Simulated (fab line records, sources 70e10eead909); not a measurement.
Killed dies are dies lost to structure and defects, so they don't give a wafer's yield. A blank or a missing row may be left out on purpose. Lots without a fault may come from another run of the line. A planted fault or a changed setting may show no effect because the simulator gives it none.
Which tool did it? | flow nand_harc | 11 lots, 33 wafers sampled, at 6 steps of a route of 1159

WHAT THE GAUGES READ, wafer by wafer
NHARC_P_ZERO_WELL_CD_MEAS_11: target cd 500 nm.
lot  | measured    | on        | cd_nm (nm)
L379 | day 1 13:07 | cd_sem-03 | 501.1 499.7 497.8
L381 | day 2 01:09 | cd_sem-03 | 501.9 500.4 499.7
L384 | day 2 19:14 | cd_sem-03 | 500.7 498.1 500.1
L391 | day 4 13:07 | cd_sem-01 | 499.9 500.2 500.9
L392 | day 4 19:15 | cd_sem-02 | 499.0 498.7 499.7
L393 | day 5 01:22 | cd_sem-03 | 499.6 500.2 500.1
L395 | day 5 13:07 | cd_sem-01 | 497.9 494.9 499.8
L397 | day 6 01:14 | cd_sem-03 | 501.8 500.4 500.5
L399 | day 6 13:07 | cd_sem-01 | 502.8 502.0 501.2
L400 | day 6 19:14 | cd_sem-01 | 498.2 497.2 497.8
L402 | day 7 07:14 | cd_sem-03 | 500.1 501.0 499.8

NHARC_P_ZERO_WELL_CD_MEAS_24: target cd 720 nm.
lot  | measured    | on        | cd_nm (nm)
L379 | day 1 14:21 | cd_sem-02 | 717.9 719.5 718.1
L381 | day 2 02:31 | cd_sem-01 | 720.0 720.4 719.6
L384 | day 2 20:36 | cd_sem-02 | 696.8 699.0 696.2
L391 | day 4 14:30 | cd_sem-03 | 720.4 718.5 718.6
L392 | day 4 20:40 | cd_sem-01 | 717.0 720.5 717.2
L393 | day 5 02:47 | cd_sem-03 | 718.9 720.4 720.4
L395 | day 5 14:31 | cd_sem-03 | 715.8 717.5 716.2
L397 | day 6 02:28 | cd_sem-03 | 720.3 718.7 718.3
L399 | day 6 14:27 | cd_sem-02 | 714.9 719.9 715.3
L400 | day 6 20:35 | cd_sem-01 | 719.2 721.4 719.3
L402 | day 7 08:36 | cd_sem-03 | 720.7 720.0 722.1

NHARC_END_SORT_01.
lot  | measured     | on        | killed_at_array | killed_at_other | killed_at_periphery | killed_dies | killed_open | killed_short
L384 | day 20 15:22 | prober-01 | 18 18 17        | 3 4 5           | 1 4 1               | 22 26 23    | 1 4 2       | 1 3 1
L391 | day 22 10:04 | prober-02 | 22 21 20        | 1 0 0           | 4 2 3               | 27 23 23    | 3 2 3       | 4 0 2
L393 | day 22 17:58 | prober-01 | 42 38 42        | 1 0 0           | 2 2 2               | 45 40 44    | 4 2 5       | 2 4 1
L395 | day 23 02:52 | prober-01 | 26 23 21        | 0 3 2           | 2 3 3               | 28 29 26    | 3 2 3       | 1 4 2
L399 | day 24 12:14 | prober-01 | 17 18 18        | 0 0 0           | 3 2 4               | 20 20 22    | 1 2 4       | 0 2 4

WHICH TOOL RAN EACH LOT (tool, then ch and the chambers of the sampled wafers, then the start)
lot  | NHARC_P_ZERO_WELL_DESCUM_13       | NHARC_P_ZERO_WELL_ETCH_65         | NHARC_P_ZERO_WELL_EXPOSE_21
L379 | rie_diel-01 ch 0,3, day 1 13:17   | rie_diel-01 ch 1,2,3, day 1 13:23 | krf_scanner-01 ch 0, day 1 14:11
L381 | rie_diel-04 ch 0,1,2, day 2 01:18 | rie_diel-04 ch 0,1,3, day 2 01:26 | krf_scanner-01 ch 0, day 2 02:22
L384 | rie_diel-10 ch 0,1,2, day 2 19:23 | rie_diel-10 ch 0,2,3, day 2 19:31 | krf_scanner-02 ch 0, day 2 20:26
L391 | rie_diel-01 ch 0,2, day 4 13:16   | rie_diel-01 ch 0,1, day 4 13:21   | krf_scanner-02 ch 0, day 4 14:20
L392 | rie_diel-04 ch 0,3, day 4 19:25   | rie_diel-04 ch 0,2,3, day 4 19:31 | krf_scanner-01 ch 0, day 4 20:31
L393 | rie_diel-01 ch 0,2,3, day 5 01:32 | rie_diel-01 ch 0,2, day 5 01:38   | krf_scanner-02 ch 0, day 5 02:37
L395 | rie_diel-01 ch 0,2, day 5 13:16   | rie_diel-01 ch 0,1,2, day 5 13:21 | krf_scanner-02 ch 0, day 5 14:21
L397 | rie_diel-04 ch 2,3, day 6 01:24   | rie_diel-04 ch 0,2, day 6 01:29   | krf_scanner-03 ch 0, day 6 02:18
L399 | rie_diel-01 ch 1,2,3, day 6 13:16 | rie_diel-01 ch 1,3, day 6 13:22   | krf_scanner-03 ch 0, day 6 14:18
L400 | rie_diel-04 ch 0,1,3, day 6 19:25 | rie_diel-04 ch 0,1,3, day 6 19:29 | krf_scanner-01 ch 0, day 6 20:26
L402 | rie_diel-10 ch 0,1,2, day 7 07:25 | rie_diel-10 ch 1,3, day 7 07:29   | krf_scanner-01 ch 0, day 7 08:27
- NHARC_P_ZERO_WELL_DESCUM_13: chemistry O2, time 3 s.
- NHARC_P_ZERO_WELL_ETCH_65: etches the open film in N2/H2, target depth 80 nm, overetch 24 nm, time 87.88 s.
- NHARC_P_ZERO_WELL_EXPOSE_21: exposes mask P NWELL, target cd 720 nm.

WHAT THE TOOLS THEMSELVES READ (means of the sampled wafers that have a number; where no wafer has one, the mark that the record gives instead)
NHARC_P_ZERO_WELL_DESCUM_13.
lot  | tool        | drypump_motor_current_A (A) | oes_product_au (a.u.) | rf_vpp_V (V) | showerhead_plenum_p_Torr (Torr) | throttle_valve_pct (%)
L379 | rie_diel-01 | 6.5                         | 0.990                 | 58.1         | 2.04                            | 11.304
L381 | rie_diel-04 | 5.7                         | 1.003                 | 58.8         | 1.95                            | 11.308
L384 | rie_diel-10 | 5.6                         | 0.992                 | 58.1         | 1.96                            | 11.316
L391 | rie_diel-01 | 6.4                         | 0.980                 | 58.6         | 2.00                            | 11.317
L392 | rie_diel-04 | 5.6                         | 1.007                 | 57.8         | 1.93                            | 11.302
L393 | rie_diel-01 | 6.4                         | 0.990                 | 58.3         | 1.98                            | 11.309
L395 | rie_diel-01 | 6.4                         | 0.984                 | 57.5         | 1.99                            | 11.313
L397 | rie_diel-04 | 5.4                         | 1.003                 | 56.6         | 1.91                            | 11.324
L399 | rie_diel-01 | 5.9                         | 0.989                 | 57.6         | 1.93                            | 11.315
L400 | rie_diel-04 | 5.7                         | 0.995                 | 58.2         | 1.95                            | 11.304
L402 | rie_diel-10 | 5.6                         | 0.997                 | 57.7         | 1.96                            | 11.316

NHARC_P_ZERO_WELL_ETCH_65.
lot  | tool        | drypump_motor_current_A (A) | oes_product_au (a.u.) | rf_vpp_V (V) | showerhead_plenum_p_Torr (Torr) | throttle_valve_pct (%)
L379 | rie_diel-01 | 5.9                         | 1.001                 | 431.3        | 2.06                            | 14.166
L381 | rie_diel-04 | 5.7                         | 0.999                 | 431.7        | 2.09                            | 14.161
L384 | rie_diel-10 | 5.5                         | 0.991                 | 432.7        | 2.11                            | 14.172
L391 | rie_diel-01 | 5.6                         | 0.996                 | 432.3        | 2.11                            | 14.173
L392 | rie_diel-04 | 5.5                         | 1.008                 | 431.3        | 2.05                            | 14.172
L393 | rie_diel-01 | 6.3                         | 0.986                 | 431.5        | 2.06                            | 14.170
L395 | rie_diel-01 | 6.0                         | 0.991                 | 431.2        | 2.08                            | 14.171
L397 | rie_diel-04 | 5.6                         | 0.996                 | 430.8        | 2.04                            | 14.166
L399 | rie_diel-01 | 6.0                         | 0.995                 | 431.4        | 2.10                            | 14.179
L400 | rie_diel-04 | 5.7                         | 0.989                 | 431.7        | 2.08                            | 14.167
L402 | rie_diel-10 | 5.3                         | 0.998                 | 433.4        | 2.16                            | 14.167

NHARC_P_ZERO_WELL_EXPOSE_21.
lot  | tool           | exposure_dose_mJ_cm2
L379 | krf_scanner-01 | 22.300
L381 | krf_scanner-01 | 22.299
L384 | krf_scanner-02 | 22.304
L391 | krf_scanner-02 | 22.308
L392 | krf_scanner-01 | 22.319
L393 | krf_scanner-02 | 22.293
L395 | krf_scanner-02 | 22.279
L397 | krf_scanner-03 | 22.318
L399 | krf_scanner-03 | 22.299
L400 | krf_scanner-01 | 22.310
L402 | krf_scanner-01 | 22.300

THE ANSWER, worked out from the rows above alone
Rule: what is usual is taken from the lots themselves. Put in order of their means at a reading, lots are off if they are a third of the lots or fewer, leave a main group of 4 or more, and stand apart from it by a gap of 3 or more times the standard deviation of the main group's means; of several such gaps the widest counts. A main group whose means are all the same, to the digits that the tables above print for the reading, isn't used. A lot without any number at a reading at which 4 lots or more have one is off too. The other lots that the step has rows for count as sound. The gauges are gone through in route order, then the tools' own readings, and for those a lot's mean is taken as printed above. The first step at which some lot is off is used, and at that step the reading that is off furthest; a lot without a number counts as furthest.
Off: L384, at NHARC_P_ZERO_WELL_CD_MEAS_24 (cd_nm). The main group: mean 718.9 nm, standard deviation 1.4.
A tool fits if, at a process step before that reading, it ran every lot that is off, and no sound lot after the first of them. The gauges at NHARC_P_ZERO_WELL_CD_MEAS_24 aren't tried: what is off there is off at NHARC_END_SORT_01 too, on other tools, and a gauge's error can't cause that. None of those tried fits.

WHAT THE SIMULATOR HAD PUT IN
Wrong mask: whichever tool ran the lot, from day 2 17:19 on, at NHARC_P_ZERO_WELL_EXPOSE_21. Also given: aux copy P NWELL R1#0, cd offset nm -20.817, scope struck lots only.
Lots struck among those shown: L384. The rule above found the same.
